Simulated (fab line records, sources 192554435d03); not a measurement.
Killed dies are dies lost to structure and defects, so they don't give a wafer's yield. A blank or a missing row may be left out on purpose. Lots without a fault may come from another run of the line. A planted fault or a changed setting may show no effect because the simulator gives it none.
Chamber matching | flow n5_finfet | N5_BEOL_M10_ETCH_66 on rie_diel-01: 4 sister chambers
The step etches SOC in N2/H2, target depth 120 nm, overetch 24 nm, time 180 s. 16 wafers are shown with their chamber, then 8 later ones without.

WAFERS WITH THEIR CHAMBER
wafer  | chamber | showerhead_plenum_p_Torr (Torr) | throttle_valve_pct (%) | drypump_motor_current_A (A)
L074.1 | 2       | 2.57                            | 17.56                  | 5.2
L074.2 | 3       | 2.55                            | 18.18                  | 5.8
L074.3 | 0       | 2.72                            | 17.68                  | 6.0
L080.2 | 2       | 2.57                            | 17.59                  | 5.2
L080.4 | 1       | 2.70                            | 18.18                  | 5.7
L080.5 | 2       | 2.57                            | 17.61                  | 5.2
L083.1 | 1       | 2.70                            | 18.18                  | 5.7
L083.3 | 3       | 2.54                            | 18.23                  | 5.7
L083.4 | 0       | 2.72                            | 17.69                  | 6.1
L082.1 | 1       | 2.70                            | 18.20                  | 5.7
L082.4 | 2       | 2.57                            | 17.61                  | 5.2
L082.6 | 0       | 2.72                            | 17.71                  | 6.1
L086.3 | 0       | 2.71                            | 17.72                  | 6.0
L086.4 | 3       | 2.53                            | 18.26                  | 5.7
L086.6 | 0       | 2.71                            | 17.72                  | 6.0
L089.2 | 1       | 2.70                            | 18.21                  | 5.7

SIGNATURES (means of the wafers above)
reading                  | chamber 0 | chamber 1 | chamber 2 | chamber 3 | scatter within a chamber
showerhead_plenum_p_Torr | 2.7160    | 2.7000    | 2.5700    | 2.5400    | 0.00516
throttle_valve_pct       | 17.7040   | 18.1925   | 17.5925   | 18.2233   | 0.024
drypump_motor_current_A  | 6.040     | 5.700     | 5.200     | 5.733     | 0.0394
Rule: a wafer's distance from a chamber is the root of the sum, over the readings, of the square of ((its reading less the chamber's mean) divided by the reading's scatter). The wafer belongs to the nearest chamber; if the next one is less than 2 further off, it can't be placed. The scatter: the root of (the sum of the squares of (reading less its chamber's mean) over the shown wafers, divided by (wafers less chambers)).

WAFERS WITHOUT THEIR CHAMBER
wafer  | showerhead_plenum_p_Torr (Torr) | throttle_valve_pct (%) | drypump_motor_current_A (A)
L089.4 | 2.56                            | 17.64                  | 5.1
L089.5 | 2.70                            | 18.22                  | 5.7
L090.1 | 2.71                            | 17.74                  | 6.1
L090.2 | 2.56                            | 17.63                  | 5.2
L090.3 | 2.53                            | 18.26                  | 5.7
L092.1 | 2.70                            | 17.75                  | 6.1
L092.3 | 2.55                            | 17.65                  | 5.2
L092.4 | 2.69                            | 18.24                  | 5.7

WHICH CHAMBER EACH WENT THROUGH
wafer  | from the rows above | in truth
L089.4 | 2                   | 2
L089.5 | 1                   | 1
L090.1 | 0                   | 0
L090.2 | 2                   | 2
L090.3 | 3                   | 3
L092.1 | 0                   | 0
L092.3 | 2                   | 2
L092.4 | 1                   | 1
Placed correctly: 8 of 8. Can't be placed from these rows: 0. Placed wrongly: 0.
